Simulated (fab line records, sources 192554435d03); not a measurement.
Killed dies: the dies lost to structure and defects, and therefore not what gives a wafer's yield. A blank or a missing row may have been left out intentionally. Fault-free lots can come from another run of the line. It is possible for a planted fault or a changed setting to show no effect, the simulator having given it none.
Chamber matching -- flow n5-finfet -- N5_STI_FIN_REVEAL_ALD_14 on ald-sin-03: 4 sister chambers
The step deposits Si3N4, target thk 3 nm. 8 wafers are shown with their chamber, then 7 later ones without.

EACH WAFER AND ITS CHAMBER
wafer,chamber,heater-power-w (W),chamber-pressure-Torr (Torr)
L276.3,0,783,2.000
L278.6,0,792,1.996
L282.1,1,909,1.998
L282.5,2,1050,1.995
L290.5,3,875,1.996
L290.6,2,1065,2.003
L291.2,3,851,1.997
L291.4,1,898,2.001

WAFERS MISSING THEIR CHAMBER
wafer,heater-power-w (W),chamber-pressure-Torr (Torr)
L291.5,788,2.007
L292.2,864,1.995
L292.4,911,2.002
L292.5,794,2.001
L298.1,890,2.004
L298.3,930,1.998
L298.6,870,2.002

THE CHAMBER EACH PASSED THROUGH
wafer,from the rows above,in truth
L291.5,0,0
L292.2,3,3
L292.4,1,1
L292.5,0,0
L298.1,can't be placed: 1 or 3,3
L298.3,1,1
L298.6,can't be placed: 3 or 1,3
Placed correctly: 5 of 7. Unplaceable from these rows: 2, with the true chamber sitting among the candidates in 2. Number placed wrongly: 0.
How it was worked out, from the rows above alone: a wafer's distance from a chamber is the root of the sum, over the readings, of the square of ((its reading less the chamber's mean) divided by the reading's scatter). The wafer belongs to the nearest chamber; if the next one is less than 2 further off, it can't be placed. Each chamber's mean is taken over the wafers shown for it. The scatter: take each reading less its chamber's mean, square it, sum over the shown wafers, divide by the number of wafers less the number of chambers, and take the root.
